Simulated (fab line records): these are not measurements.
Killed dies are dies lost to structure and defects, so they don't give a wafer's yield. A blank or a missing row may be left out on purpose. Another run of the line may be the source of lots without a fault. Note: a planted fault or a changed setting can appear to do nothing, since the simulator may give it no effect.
Split-lot experiment :: flow n5-finfet :: on a route of 1938 steps: 7 lots, 21 wafers read

## THE SPLIT
At N5_BEOL_M14_TRENCH_ETCH_34 (etches SiO2 in C4F8/O2/Ar, target depth 556.65 nm, time 126.9 s), the setting bias-w was moved away from the recipe's 2040 W on 4 of the 21 wafers read, by +5.9% to +7.4%. This setting was run at the recipe's value on the other wafers.

The reading is taken at the split's own step.

## THE READING
rf-vpp-V, in V, at N5_BEOL_M14_TRENCH_ETCH_34 (etches SiO2 in C4F8/O2/Ar, target depth 556.65 nm, time 126.9 s). Fault-free wafers of this fab line usually give 2208 V, standard deviation 14 V.

wafer: L077.2
tool, chamber at the split: rie-diel-04, 2
bias-w as run, W: 2161
against the recipe: +5.9%
rf-vpp-V, V: 2317
against lot-mates on the recipe: +89

wafer: L077.3
tool, chamber at the split: rie-diel-04, 3
bias-w as run, W: 2161
against the recipe: +5.9%
rf-vpp-V, V: 2306
against lot-mates on the recipe: +78

wafer: L077.6
tool, chamber at the split: rie-diel-04, 2
bias-w as run, W: 2040
against the recipe: recipe
rf-vpp-V, V: 2228
against lot-mates on the recipe: -

wafer: L075.2
tool, chamber at the split: rie-diel-04, 3
bias-w as run, W: 2040
against the recipe: recipe
rf-vpp-V, V: 2216
against lot-mates on the recipe: -

wafer: L075.4
tool, chamber at the split: rie-diel-04, 0
bias-w as run, W: 2040
against the recipe: recipe
rf-vpp-V, V: 2205
against lot-mates on the recipe: -

wafer: L075.6
tool, chamber at the split: rie-diel-04, 3
bias-w as run, W: 2040
against the recipe: recipe
rf-vpp-V, V: 2215
against lot-mates on the recipe: -

wafer: L085.3
tool, chamber at the split: rie-diel-06, 1
bias-w as run, W: 2040
against the recipe: recipe
rf-vpp-V, V: 2185
against lot-mates on the recipe: -

wafer: L085.4
tool, chamber at the split: rie-diel-06, 0
bias-w as run, W: 2040
against the recipe: recipe
rf-vpp-V, V: 2225
against lot-mates on the recipe: -

wafer: L085.6
tool, chamber at the split: rie-diel-06, 1
bias-w as run, W: 2040
against the recipe: recipe
rf-vpp-V, V: 2184
against lot-mates on the recipe: -

wafer: L087.2
tool, chamber at the split: rie-diel-06, 0
bias-w as run, W: 2040
against the recipe: recipe
rf-vpp-V, V: 2225
against lot-mates on the recipe: -

wafer: L087.3
tool, chamber at the split: rie-diel-06, 3
bias-w as run, W: 2040
against the recipe: recipe
rf-vpp-V, V: 2210
against lot-mates on the recipe: -

wafer: L087.6
tool, chamber at the split: rie-diel-06, 3
bias-w as run, W: 2040
against the recipe: recipe
rf-vpp-V, V: 2209
against lot-mates on the recipe: -

wafer: L090.2
tool, chamber at the split: rie-diel-01, 3
bias-w as run, W: 2040
against the recipe: recipe
rf-vpp-V, V: 2195
against lot-mates on the recipe: -

wafer: L090.5
tool, chamber at the split: rie-diel-01, 1
bias-w as run, W: 2040
against the recipe: recipe
rf-vpp-V, V: 2186
against lot-mates on the recipe: -

wafer: L090.6
tool, chamber at the split: rie-diel-01, 0
bias-w as run, W: 2040
against the recipe: recipe
rf-vpp-V, V: 2213
against lot-mates on the recipe: -

wafer: L094.2
tool, chamber at the split: rie-diel-04, 3
bias-w as run, W: 2040
against the recipe: recipe
rf-vpp-V, V: 2250
against lot-mates on the recipe: -

wafer: L094.3
tool, chamber at the split: rie-diel-04, 1
bias-w as run, W: 2040
against the recipe: recipe
rf-vpp-V, V: 2211
against lot-mates on the recipe: -

wafer: L094.6
tool, chamber at the split: rie-diel-04, 0
bias-w as run, W: 2040
against the recipe: recipe
rf-vpp-V, V: 2204
against lot-mates on the recipe: -

wafer: L096.1
tool, chamber at the split: rie-diel-04, 1
bias-w as run, W: 2190
against the recipe: +7.4%
rf-vpp-V, V: 2323
against lot-mates on the recipe: +99

wafer: L096.2
tool, chamber at the split: rie-diel-04, 0
bias-w as run, W: 2190
against the recipe: +7.4%
rf-vpp-V, V: 2313
against lot-mates on the recipe: +89

wafer: L096.4
tool, chamber at the split: rie-diel-04, 2
bias-w as run, W: 2040
against the recipe: recipe
rf-vpp-V, V: 2224
against lot-mates on the recipe: -

FIT RESULTS
A straight line over all 21 wafers: rf-vpp-V changes by +15.5 V for each +1% of bias-w; r = +0.93; the points scatter about the line by 16 V.
The same after taking each lot's own level away (the mean of its wafers on the recipe; 21 wafers): +13.3 V for each +1%; r = +0.94; scatter 13 V.
According to that fit, moving bias-w by its largest amount changes the reading by 98 V.
From 2198.0 to 2228.0 V: that is the span of the lots' own levels, equal to 2.1 times the standard deviation above.
So the lot-to-lot level changes the slope: the two fits differ.
Check: with one of the wafers moved furthest among these (+7.4%) left out of the fit, the line predicts +97.2 V for it against its lot-mates. It came out at +99 V against them.
Tool readings at the split's step, against how far the setting was moved: rf-vpp-V r = +0.93.

## OTHER SPLITS APPLIED TO THESE WAFERS
Other splits were also applied to these wafers ahead of the reading. Each is held against what the fit with the lots' levels taken away leaves over:
other split on the same wafers: N5_BEOL_M14_ILD_DEP_00 time-s
wafers away from the commonest value: 7
r with rf-vpp-V (lot level and that fit taken away): +0.34

## THE FILE'S OWN FIT
rf-vpp-V changes by +13.3 V for each +1% of bias-w, r = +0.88.
